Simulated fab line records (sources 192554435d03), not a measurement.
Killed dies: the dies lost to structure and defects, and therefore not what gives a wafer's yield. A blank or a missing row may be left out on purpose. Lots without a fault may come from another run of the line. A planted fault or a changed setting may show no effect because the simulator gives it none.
Matching of chambers -- flow n5-finfet -- rie-diel-02 running N5_BEOL_M15_ETCH_57: 4 sister chambers
The step etches SOC in N2/H2, time 750 s. 8 wafers are shown with their chamber, then 9 later ones without.

== WAFERS WITH THEIR CHAMBER ==
wafer,chamber,drypump-motor-current-A (A),throttle-valve-pct (%)
L078.6,2,5.8,17.49
L079.3,1,5.2,17.53
L079.4,0,5.0,18.01
L081.5,1,5.2,17.54
L081.6,2,5.8,17.50
L084.2,0,5.0,18.03
L084.4,3,5.5,17.81
L084.6,3,5.4,17.82

== WAFERS WITHOUT THEIR CHAMBER ==
wafer,drypump-motor-current-A (A),throttle-valve-pct (%)
L088.1,5.2,17.57
L088.3,5.8,17.52
L088.4,5.5,17.83
L093.1,5.8,17.53
L093.4,5.5,17.83
L093.6,5.8,17.54
L094.2,5.2,17.56
L094.3,5.5,17.84
L094.6,5.2,17.58

== WHICH CHAMBER EACH ONE RAN IN ==
wafer,from the rows above,in truth
L088.1,1,1
L088.3,2,2
L088.4,3,3
L093.1,2,2
L093.4,3,3
L093.6,2,2
L094.2,1,1
L094.3,3,3
L094.6,1,1
9 of 9 placed correctly. From these rows, 0 cannot be placed. Number placed wrongly: 0.
How it was worked out, from the rows above alone: a wafer's distance from a chamber is the root of the sum, over the readings, of the square of ((its reading less the chamber's mean) divided by the reading's scatter). If the next closest chamber is less than 2 further off than the closest, the wafer can't be placed; otherwise it belongs to the closest. For every chamber, the mean is computed from those of its wafers that are shown. The scatter: the root of (the sum of the squares of (reading less its chamber's mean) over the shown wafers, divided by (wafers less chambers)).
